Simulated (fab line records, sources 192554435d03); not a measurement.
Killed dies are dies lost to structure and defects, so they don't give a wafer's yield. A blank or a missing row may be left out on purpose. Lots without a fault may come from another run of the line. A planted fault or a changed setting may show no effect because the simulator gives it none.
Which tool did it? | flow n5_finfet | 24 lots, 72 wafers sampled, at 4 steps of a route of 1938

WHAT THE GAUGES READ, wafer by wafer
N5_SDB_INSPECT_13: inspects for defects (brightfield). Usual: raw_defect_count 78, standard deviation 28.
lot  | measured     | on                | raw_defect_count | flag
L074 | day 3 21:15  | defect_inspect-02 | 64 101 61        |
L075 | day 4 02:36  | defect_inspect-02 | 68 86 86         |
L076 | day 4 11:20  | defect_inspect-01 | 45 52 30         |
L077 | day 4 14:47  | defect_inspect-01 | 105 75 122       |
L079 | day 5 00:38  | defect_inspect-02 | 105 95 86        |
L078 | day 5 01:55  | defect_inspect-02 | 60 84 81         |
L080 | day 5 11:55  | defect_inspect-02 | 56 71 68         |
L081 | day 5 16:47  | defect_inspect-02 | 49 79 83         |
L082 | day 5 20:04  | defect_inspect-01 | 96 51 133        |
L083 | day 6 04:51  | defect_inspect-02 | 70 51 28         |
L084 | day 6 08:50  | defect_inspect-02 | 65 119 76        |
L085 | day 6 14:44  | defect_inspect-01 | 92 67 187        |
L086 | day 7 01:28  | defect_inspect-02 | 140 104 86       |
L087 | day 7 03:16  | defect_inspect-01 | 82 159 94        |
L088 | day 7 08:33  | defect_inspect-02 | 59 51 47         |
L089 | day 7 15:05  | defect_inspect-02 | 51 85 60         |
L090 | day 7 18:25  | defect_inspect-02 | 42 67 72         |
L091 | day 7 21:53  | defect_inspect-01 | 48 62 60         |
L092 | day 8 06:21  | defect_inspect-01 | 65 84 52         |
L093 | day 8 11:29  | defect_inspect-02 | 69 149 107       |
L094 | day 8 22:13  | defect_inspect-01 | 82 78 60         |
L095 | day 9 15:41  | defect_inspect-02 | 86 73 159        |
L096 | day 9 22:58  | defect_inspect-02 | 88 58 76         |
L097 | day 10 12:27 | defect_inspect-01 | 70 70 75         |

N5_SDB_INSPECT_36: inspects for defects (darkfield). Usual: raw_defect_count 38, standard deviation 15.
lot  | measured     | on                | raw_defect_count | flag
L074 | day 4 01:26  | defect_inspect-02 | 39 28 19         |
L075 | day 4 06:56  | defect_inspect-01 | 23 25 19         |
L076 | day 4 20:00  | defect_inspect-02 | 32 38 43         |
L077 | day 4 22:07  | defect_inspect-02 | 28 24 34         |
L079 | day 5 06:53  | defect_inspect-01 | 28 58 48         |
L078 | day 5 07:44  | defect_inspect-01 | 47 32 38         |
L080 | day 5 15:54  | defect_inspect-02 | 30 41 49         |
L081 | day 5 20:42  | defect_inspect-01 | 52 31 54         |
L082 | day 6 01:29  | defect_inspect-01 | 24 42 23         |
L083 | day 6 08:51  | defect_inspect-01 | 31 67 37         |
L084 | day 6 12:45  | defect_inspect-01 | 51 26 26         |
L085 | day 6 19:08  | defect_inspect-01 | 37 45 42         |
L086 | day 7 06:04  | defect_inspect-02 | 88 24 30         |
L087 | day 7 07:46  | defect_inspect-02 | 62 47 43         |
L088 | day 7 12:53  | defect_inspect-01 | 31 29 36         |
L089 | day 7 19:07  | defect_inspect-02 | 38 32 58         |
L090 | day 7 23:39  | defect_inspect-01 | 53 58 13         |
L091 | day 8 01:50  | defect_inspect-01 | 40 23 36         |
L092 | day 8 10:17  | defect_inspect-02 | 30 31 38         |
L093 | day 8 15:25  | defect_inspect-01 | 21 14 33         |
L094 | day 9 02:52  | defect_inspect-02 | 24 68 34         |
L095 | day 9 20:03  | defect_inspect-01 | 17 38 19         |
L096 | day 10 03:08 | defect_inspect-02 | 20 49 27         |
L097 | day 10 16:26 | defect_inspect-02 | 56 55 42         |

WHICH TOOL RAN EACH LOT (tool, then ch and the chambers of the sampled wafers, then the start)
lot  | N5_SDB_DESCUM_16                   | N5_SDB_STRIP_22
L074 | rie_diel-02 ch 1,3, day 3 21:17    | plasma_asher-01 ch 0,1, day 3 21:36
L075 | rie_diel-03 ch 0,3, day 4 02:38    | plasma_asher-02 ch 0,1, day 4 02:56
L076 | rie_diel-03 ch 0,2, day 4 12:19    | plasma_asher-02 ch 0,1, day 4 12:37
L077 | rie_diel-03 ch 0,2, day 4 16:59    | plasma_asher-01 ch 0,1, day 4 17:18
L079 | rie_diel-03 ch 0,1, day 5 02:10    | plasma_asher-01 ch 0, day 5 02:29
L078 | rie_diel-03 ch 0,2,3, day 5 02:34  | plasma_asher-01 ch 0,1, day 5 02:52
L080 | rie_diel-01 ch 1,2,3, day 5 12:01  | plasma_asher-02 ch 0,1, day 5 12:22
L081 | rie_diel-03 ch 0,3, day 5 16:49    | plasma_asher-01 ch 0,1, day 5 17:08
L082 | rie_diel-02 ch 0,1,2, day 5 20:05  | plasma_asher-02 ch 0,1, day 5 20:24
L083 | rie_diel-01 ch 1,2,3, day 6 05:00  | plasma_asher-02 ch 0,1, day 6 05:18
L084 | rie_diel-02 ch 0,1,2, day 6 08:52  | plasma_asher-02 ch 0,1, day 6 09:11
L085 | rie_diel-02 ch 1,2,3, day 6 15:05  | plasma_asher-01 ch 0,1, day 6 15:23
L086 | rie_diel-02 ch 0,3, day 7 01:50    | plasma_asher-02 ch 0,1, day 7 02:08
L087 | rie_diel-03 ch 0,2,3, day 7 03:17  | plasma_asher-02 ch 0,1, day 7 03:36
L088 | rie_diel-02 ch 1,3, day 7 08:48    | plasma_asher-01 ch 0,1, day 7 09:09
L089 | rie_diel-02 ch 0,1,3, day 7 15:07  | plasma_asher-02 ch 0,1, day 7 15:26
L090 | rie_diel-01 ch 0,3, day 7 18:27    | plasma_asher-02 ch 0,1, day 7 18:46
L091 | rie_diel-01 ch 1,2, day 7 21:55    | plasma_asher-01 ch 0,1, day 7 22:13
L092 | rie_diel-01 ch 1,2,3, day 8 06:23  | plasma_asher-01 ch 0, day 8 06:41
L093 | rie_diel-01 ch 1,3, day 8 11:32    | plasma_asher-01 ch 0,1, day 8 11:50
L094 | rie_diel-03 ch 0,1,3, day 8 22:47  | plasma_asher-01 ch 0, day 8 23:05
L095 | rie_diel-03 ch 0,2, day 9 15:43    | plasma_asher-01 ch 0,1, day 9 16:02
L096 | rie_diel-01 ch 0,2, day 9 23:17    | plasma_asher-02 ch 0,1, day 9 23:35
L097 | rie_diel-03 ch 1,2,3, day 10 12:35 | plasma_asher-01 ch 0,1, day 10 12:56
- N5_SDB_DESCUM_16: chemistry O2, time 7.9 s.
- N5_SDB_STRIP_22: strips in N2/H2.

WHAT THE TOOLS THEMSELVES READ (means of the sampled wafers that have a number; where no wafer has one, the mark that the record gives instead)
N5_SDB_DESCUM_16. Usual: drypump_motor_current_A 5.50 A, standard deviation 0.28; oes_product_au 0.78 a.u., standard deviation 0.074; rf_vpp_V 242.9 V, standard deviation 1.6; showerhead_plenum_p_Torr 2.07 Torr, standard deviation 0.088; throttle_valve_pct 20.52 %, standard deviation 0.21.
lot  | tool        | drypump_motor_current_A (A) | oes_product_au (a.u.) | rf_vpp_V (V) | showerhead_plenum_p_Torr (Torr) | throttle_valve_pct (%) | flag
L074 | rie_diel-02 | 5.07                        | 0.72                  | 243.3        | 2.05                            | 20.57                  |
L075 | rie_diel-03 | 5.65                        | 0.80                  | 244.6        | 2.17                            | 20.75                  |
L076 | rie_diel-03 | 5.59                        | 0.80                  | 242.2        | 2.01                            | 20.51                  |
L077 | rie_diel-03 | 5.57                        | 0.80                  | 242.4        | 2.01                            | 20.52                  |
L079 | rie_diel-03 | 5.61                        | 0.81                  | 243.5        | 2.15                            | 20.65                  |
L078 | rie_diel-03 | 5.62                        | 0.87                  | 242.8        | 2.07                            | 20.54                  |
L080 | rie_diel-01 | 5.48                        | 0.84                  | 244.5        | 2.12                            | 20.36                  |
L081 | rie_diel-03 | 5.70                        | 0.90                  | 243.7        | 2.12                            | 20.55                  |
L082 | rie_diel-02 | 5.41                        | 0.70                  | 242.9        | 2.07                            | 20.47                  |
L083 | rie_diel-01 | 5.48                        | 0.84                  | 243.7        | 2.12                            | 20.36                  |
L084 | rie_diel-02 | 5.36                        | 0.69                  | 243.3        | 2.07                            | 20.48                  |
L085 | rie_diel-02 | 5.36                        | 0.71                  | 242.9        | 2.08                            | 20.63                  |
L086 | rie_diel-02 | 5.39                        | 0.74                  | 241.6        | 2.03                            | 20.80                  |
L087 | rie_diel-03 | 5.63                        | 0.82                  | 243.3        | 2.06                            | 20.58                  |
L088 | rie_diel-02 | 5.07                        | 0.71                  | 242.4        | 2.04                            | 20.59                  |
L089 | rie_diel-02 | 5.25                        | 0.71                  | 241.8        | 2.03                            | 20.64                  |
L090 | rie_diel-01 | 5.42                        | 0.71                  | 243.6        | 2.09                            | 20.24                  |
L091 | rie_diel-01 | 5.67                        | 0.86                  | 243.0        | 2.13                            | 20.60                  |
L092 | rie_diel-01 | 5.49                        | 0.81                  | 243.7        | 2.11                            | 20.39                  |
L093 | rie_diel-01 | 5.32                        | 0.76                  | 243.6        | 2.10                            | 20.17                  |
L094 | rie_diel-03 | 5.68                        | 0.81                  | 243.7        | 2.09                            | 20.61                  |
L095 | rie_diel-03 | 5.58                        | 0.76                  | 243.7        | 2.09                            | 20.71                  |
L096 | rie_diel-01 | 5.57                        | 0.91                  | 243.0        | 2.09                            | 20.49                  |
L097 | rie_diel-03 | 5.67                        | 0.77                  | 241.2        | 1.98                            | 20.52                  |

N5_SDB_STRIP_22. Usual: drypump_motor_current_A 5.8 A, standard deviation 0.57; heater_power_w 320 W, standard deviation 25; oes_product_au 0.715 a.u., standard deviation 0.0049; strip_time_to_endpoint_s 96.2 s, standard deviation 0.33.
lot  | tool            | drypump_motor_current_A (A) | heater_power_w (W) | oes_product_au (a.u.) | strip_time_to_endpoint_s (s) | flag
L074 | plasma_asher-01 | 6.1                         | 304                | 0.716                 | 96.6                         |
L075 | plasma_asher-02 | 5.2                         | 315                | 0.716                 | 95.9                         |
L076 | plasma_asher-02 | 5.2                         | 314                | 0.709                 | 95.9                         |
L077 | plasma_asher-01 | 6.1                         | 309                | 0.716                 | 96.2                         |
L079 | plasma_asher-01 | 5.9                         | 293                | 0.714                 | 96.0                         |
L078 | plasma_asher-01 | 6.1                         | 311                | 0.718                 | 96.3                         |
L080 | plasma_asher-02 | 5.2                         | 315                | 0.714                 | 96.1                         |
L081 | plasma_asher-01 | 6.1                         | 310                | 0.718                 | 95.7                         |
L082 | plasma_asher-02 | 5.6                         | 332                | 0.712                 | 96.5                         |
L083 | plasma_asher-02 | 5.2                         | 316                | 0.713                 | 96.1                         |
L084 | plasma_asher-02 | 5.2                         | 313                | 0.712                 | 96.0                         |
L085 | plasma_asher-01 | 6.2                         | 323                | 0.715                 | 96.2                         |
L086 | plasma_asher-02 | 5.2                         | 317                | 0.716                 | 96.5                         |
L087 | plasma_asher-02 | 5.6                         | 334                | 0.720                 | 95.7                         |
L088 | plasma_asher-01 | 6.1                         | 313                | 0.718                 | 96.6                         |
L089 | plasma_asher-02 | 5.6                         | 332                | 0.718                 | 96.2                         |
L090 | plasma_asher-02 | 5.2                         | 316                | 0.717                 | 96.3                         |
L091 | plasma_asher-01 | 6.2                         | 323                | 0.715                 | 95.9                         |
L092 | plasma_asher-01 | 5.9                         | 298                | 0.719                 | 95.8                         |
L093 | plasma_asher-01 | 6.1                         | 310                | 0.713                 | 96.2                         |
L094 | plasma_asher-01 | 5.9                         | 292                | 0.710                 | 96.4                         |
L095 | plasma_asher-01 | 6.1                         | 307                | 0.715                 | 96.2                         |
L096 | plasma_asher-02 | 5.2                         | 316                | 0.712                 | 96.0                         |
L097 | plasma_asher-01 | 6.2                         | 323                | 0.719                 | 96.5                         |

THE ANSWER, worked out from the rows above alone
Rule: a lot is off if the mean of its wafers that have a number lies more than 3 standard deviations from the usual mean. A lot without any number at a reading at which 4 lots or more have one is off too. The other lots that the step has rows for count as sound. The gauges are gone through in route order, then the tools' own readings, and for those a lot's mean is taken as printed above. The first step at which some lot is off is used, and at that step the reading that is off furthest; a lot without a number counts as furthest.
No lot is off at any reading shown: from this, nothing can be told.

WHAT THE SIMULATOR HAD PUT IN
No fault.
